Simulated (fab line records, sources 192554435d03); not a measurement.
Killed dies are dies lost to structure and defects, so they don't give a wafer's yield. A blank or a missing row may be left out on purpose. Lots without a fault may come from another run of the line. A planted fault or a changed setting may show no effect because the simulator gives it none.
fab line records | flow n5_finfet
record lots=11 wafers=33 last_day=18
route steps=1938 shown BEOL_M11@1573
lots that met no fault: from a run of the same line without faults
start_h: hours from the record's first day to the start of the lot's first wafer shown | wait_h: hours since the lot's step before | " the same as in the row above | L1.1+2: a row that stands for several wafers | - no value, or no start given | * or withheld: withheld | < > ~ a bound
route shown NAME@n: a module of which the file shows steps, and the number in the route of the first | usual: mean/standard deviation of fault-free wafers | same: alike in all rows | chamber/n: place in a boat | sites: the reading at each site | _std_site: their standard deviation | _edge_site: outer sites' mean less inner sites' | radius_mm: how far each site lies from the wafer's centre | mask NAME#n: copy n | behind: the tool/chamber that last shaped the wafer | hold: why the lot was held/for how many hours/how that ended | device: the transistor (n, p or np) that didn't switch | end of line: the same wafers' tests at the end of the route | a step without rows: its recipe alone | killed: dies lost to structure and defects at the first sort, not the wafer's yield | map: a wafer's dies, x killed, . not, _ none there
set.NAME: the setting as run; set.NAME@STEP: as run at that earlier step | model.NAME: the simulator's own value behind a step, which no gauge read
steps of the route over a sample of lots; a table a step, a row a wafer
services: from which hour (start_h, from the record's first day; less than 0 if before it) a tool's chamber was out of use, for how many hours, and why
## steps
# step N5_BEOL_M11_ETCH_66
# recipe chemistry=N2/H2 target=SOC target_depth_a=1200 overetch_a=240 mask_material=SiARC temp_c=40 time_s=180 ion_energy_ev=200 pressure_mtorr=30 source_w=840 bias_w=150 n2_flow_sccm=200 h2_flow_sccm=200
# usual bias_w=150.0/0.42 drypump_motor_current_A=5.7/0.39 oes_product_au=0.65/0.076 rf_vpp_V=523.9/2.5 showerhead_plenum_p_Torr=2.54/0.083 throttle_valve_pct=17.76/0.22
# columns lot.wafer tool chamber start_h wait_h bias_w drypump_motor_current_A oes_product_au rf_hours_counter_h rf_vpp_V showerhead_plenum_p_Torr throttle_valve_pct
L991.4 rie_diel-01 2 227.47 0.0 150.2 5.6 0.58 194 523.6 2.54 17.83
L991.5 " 2 " " 150.2 5.6 0.58 - 524.0 2.54 17.84
L991.6 " 3 " " 150.2 5.9 0.66 - 527.4 2.64 17.61
L992.1 rie_diel-02 3 235.05 0.0 150.1 6.4 0.53 242 524.6 2.49 17.86
L992.2 " 1 " " 150.2 5.2 0.60 178 520.2 2.44 17.63
L992.6 " 3 " " 150.1 6.4 0.54 - 522.5 2.49 17.87
L993.3 rie_diel-02 3 246.63 0.0 149.8 6.4 0.53 247 522.4 2.48 17.88
L993.4 " 2 " " 150.1 5.8 0.57 - 525.5 2.63 18.07
L993.5 " 3 " " 149.2 6.4 0.54 - 521.0 2.48 17.85
L994.2 rie_diel-06 1 247.94 0.0 150.2 5.5 0.78 6 524.3 2.51 17.50
L994.3 " 0 " " 150.2 5.9 0.73 16 521.7 2.48 17.65
L994.6 " 3 " " 149.7 5.5 0.69 - 524.6 2.56 17.52
L995.1 rie_diel-01 0 254.22 0.0 150.3 5.3 0.62 105 523.8 2.54 17.91
L995.3 " 3 " " 150.0 5.9 0.65 123 527.5 2.64 17.62
L995.6 " 2 " " 149.8 5.6 0.58 - 522.7 2.53 17.84
L101.1 rie_diel-02 2 295.07 0.0 150.2 5.8 0.56 232 526.8 2.63 18.11
L101.3 " 3 " " 150.5 6.4 0.79 3 523.2 2.48 17.45
L101.6 " 1 " " 150.3 5.2 0.59 - 521.8 2.43 17.66
L105.3 rie_diel-01 0 308.27 0.0 150.1 5.4 0.61 121 524.5 2.54 17.95
L105.4 " 2 " " 150.1 5.6 0.57 - 522.8 2.53 17.88
L105.6 " 3 " " 149.8 5.9 0.63 - 526.3 2.63 17.64
L106.3 rie_diel-06 0 328.89 0.0 149.9 5.9 0.71 41 522.1 2.47 17.68
L106.4 " 2 " " 150.6 5.2 0.56 - 525.7 2.62 18.19
L106.6 " 0 " " 149.7 5.9 0.70 - 523.0 2.47 17.71
L107.2 rie_diel-06 0 339.68 0.0 149.6 5.9 0.70 42 522.8 2.47 17.70
L107.4 " 1 " " 149.8 5.4 0.74 27 523.1 2.51 17.54
L107.6 " 1 " " 150.0 5.5 0.73 - 521.7 2.51 17.54
L110.1 rie_diel-06 3 341.43 0.0 150.3 5.5 0.65 89 525.2 2.54 17.57
L110.2 " 2 " " 150.3 5.2 0.55 245 527.2 2.62 18.22
L110.5 " 1 " " 150.0 5.5 0.73 - 522.8 2.51 17.54
L114.2 rie_diel-02 0 394.30 0.0 149.8 5.9 0.69 52 528.5 2.68 17.97
L114.4 " 0 " " 149.2 5.9 0.69 - 527.0 2.68 17.94
L114.6 " 1 " " 149.7 5.2 0.56 - 521.9 2.41 17.72
# step N5_BEOL_M11_CURE_72
# recipe temp_c=370 time_s=120 ambient=DMADMS/He material=SiCOH_lowk
# usual lamp_power_pct=52.31/0.061 run_length_s=178.0/1.2 wafer_temp_C_max=371.8/0.56
# columns lot.wafer tool chamber start_h wait_h lamp_power_pct run_length_s wafer_temp_C_max
L991.4 uv_cure-03 1 228.24 0.2 52.33 177.0 372.1
L991.5 " 1 " " 52.37 177.4 372.0
L991.6 " 1 " " 52.22 177.3 372.8
L992.1 uv_cure-03 0 235.65 0.0 52.25 177.6 372.5
L992.2 " 0 " " 52.39 177.7 372.5
L992.6 " 0 " " 52.35 178.1 372.4
L993.3 uv_cure-02 0 247.33 0.1 52.31 178.4 371.5
L993.4 " 0 " " 52.35 177.9 371.6
L993.5 " 0 " " 52.40 178.0 371.5
L994.2 uv_cure-01 0 248.59 0.1 52.24 177.4 371.3
L994.3 " 0 " " 52.25 177.4 371.5
L994.6 " 0 " " 52.26 177.2 371.1
L995.1 uv_cure-03 0 254.82 0.0 52.25 181.6 372.8
L995.3 " 0 " " 52.33 181.7 371.9
L995.6 " 0 " " 52.30 181.2 372.3
L101.1 uv_cure-01 2 295.68 0.0 52.28 176.8 371.3
L101.3 " 2 " " 52.39 177.1 371.6
L101.6 " 2 " " 52.31 177.3 371.8
L105.3 uv_cure-02 0 308.98 0.1 52.38 177.7 371.3
L105.4 " 0 " " 52.31 178.0 371.8
L105.6 " 0 " " 52.33 178.3 370.9
L106.3 uv_cure-03 1 329.77 0.3 - - -
L106.4 " 1 " " - - -
L106.6 " 1 " " - - -
L107.2 uv_cure-01 2 340.38 0.1 - - -
L107.4 " 2 " " - - -
L107.6 " 2 " " - - -
L110.1 uv_cure-02 1 342.04 0.0 - - -
L110.2 " 1 " " - - -
L110.5 " 1 " " - - -
L114.2 uv_cure-03 1 394.96 0.1 52.34 177.1 371.7
L114.4 " 1 " " 52.40 177.7 371.9
L114.6 " 1 " " 52.26 177.7 371.8
# step N5_BEOL_M11_DEGAS_44
# recipe ambient=vacuum temp_c=250 time_s=60
# usual heater_power_w=337/55
# columns lot.wafer tool chamber start_h wait_h heater_power_w
L991.4 pvd_sputter-01 - 228.87 0.6 336
L991.5 " - " " 345
L991.6 " - " " 322
L992.1 pvd_sputter-02 - 236.00 0.3 250
L992.2 " - " " 426
L992.6 " - " " 331
L993.3 pvd_sputter-03 - 248.29 0.9 290
L993.4 " - " " 330
L993.5 " - " " 320
L994.2 pvd_sputter-02 - 248.87 0.2 424
L994.3 " - " " 340
L994.6 " - " " 436
L995.1 pvd_sputter-01 - 256.51 1.6 316
L995.3 " - " " 298
L995.6 " - " " 338
L101.1 pvd_sputter-03 - 296.06 0.3 316
L101.3 " - " " 322
L101.6 " - " " 292
L105.3 pvd_sputter-02 - 309.64 0.6 413
L105.4 " - " " 425
L105.6 " - " " 425
L106.3 pvd_sputter-02 - 330.09 0.3 242
L106.4 " - " " 339
L106.6 " - " " 344
L107.2 pvd_sputter-03 - 340.91 0.4 311
L107.4 " - " " 329
L107.6 " - " " 317
L110.1 pvd_sputter-02 - 342.56 0.5 413
L110.2 " - " " 339
L110.5 " - " " 335
L114.2 pvd_sputter-02 - 395.47 0.5 421
L114.4 " - " " 422
L114.6 " - " " 421
# step N5_BEOL_M11_SURFACE_TREAT_76
# recipe gas=Ar time_s=* ion_energy_ev=* ion_current_ma_cm2=0.5 pressure_mtorr=* ar_flow_sccm=30
# usual ar_flow_sccm=30.00/0.079 pressure_mtorr=* throttle_valve_pct=*
# columns lot.wafer tool chamber start_h wait_h ar_flow_sccm pressure_mtorr throttle_valve_pct
L991.4 pvd_sputter-01 - 229.29 0.2 30.07 * *
L991.5 " - " " 29.98 * *
L991.6 " - " " 30.13 * *
L992.1 pvd_sputter-01 - 236.47 0.2 29.95 * *
L992.2 " - " " 30.03 * *
L992.6 " - " " 30.00 * *
L993.3 pvd_sputter-03 - 248.69 0.2 30.20 * *
L993.4 " - " " 30.01 * *
L993.5 " - " " 29.97 * *
L994.2 pvd_sputter-03 - 249.25 0.2 30.07 * *
L994.3 " - " " 30.02 * *
L994.6 " - " " 30.13 * *
L995.1 pvd_sputter-01 - 257.11 0.3 29.97 * *
L995.3 " - " " 30.01 * *
L995.6 " - " " 29.90 * *
L101.1 pvd_sputter-03 - 296.62 0.3 30.01 * *
L101.3 " - " " 29.98 * *
L101.6 " - " " 30.03 * *
L105.3 pvd_sputter-01 - 311.20 1.3 30.00 * *
L105.4 " - " " 30.04 * *
L105.6 " - " " 30.00 * *
L106.3 pvd_sputter-02 - 330.75 0.2 29.98 * *
L106.4 " - " " 29.94 * *
L106.6 " - " " 29.94 * *
L107.2 pvd_sputter-03 - 341.44 0.2 29.98 * *
L107.4 " - " " 29.93 * *
L107.6 " - " " 30.09 * *
L110.1 pvd_sputter-02 - 343.06 0.3 30.12 * *
L110.2 " - " " 30.02 * *
L110.5 " - " " 29.99 * *
L114.2 pvd_sputter-03 - 395.88 0.2 29.98 * *
L114.4 " - " " 29.99 * *
L114.6 " - " " 29.95 * *
## services
# columns tool chamber start_h hours kind
rie_diel-06 1 206.38 - clean
rie_diel-06 1 206.38 - consumable_replace:focus_ring
rie_diel-06 1 206.38 20.7 scheduled_down
uv_cure-02 - 237.23 1.8 repair
rie_diel-06 1 250.77 15.2 repair
uv_cure-03 - 297.92 0.4 repair
uv_cure-02 - 305.07 1.0 pm
rie_diel-01 1 306.06 3.2 repair
pvd_sputter-03 - 313.96 11.4 repair
rie_diel-01 2 317.52 13.2 repair
rie_diel-06 1 324.83 6.5 repair
rie_diel-06 0 329.54 6.8 repair
rie_diel-01 - 331.02 28.1 pm
pvd_sputter-01 - 331.34 3.0 repair
uv_cure-02 - 331.64 1.4 repair
pvd_sputter-01 - 337.39 1.7 repair
rie_diel-02 3 337.71 39.6 repair
rie_diel-06 1 347.24 8.0 repair
rie_diel-01 1 364.05 3.9 repair
rie_diel-02 2 370.56 11.4 repair
rie_diel-02 0 374.23 10.2 repair
rie_diel-01 3 376.43 7.4 repair
rie_diel-06 2 390.90 3.9 repair
uv_cure-03 - 395.76 1.0 pm
## key
first_sign step=N5_BEOL_M11_CURE_72 reading=tool_record direction=missing
effect none on later readings
met_at N5_BEOL_M11_CURE_72
struck_lots L106,L107,L110
not_acting_at N5_BEOL_M11_ETCH_66,N5_BEOL_M11_DEGAS_44,N5_BEOL_M11_SURFACE_TREAT_76
onset_between 308.98 329.77
fault kind=skipped_step_whole tool=uv_cure-01,uv_cure-02,uv_cure-03 chamber=- onset_h=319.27 steps=N5_BEOL_M11_CURE_72 scope=struck_lots_only
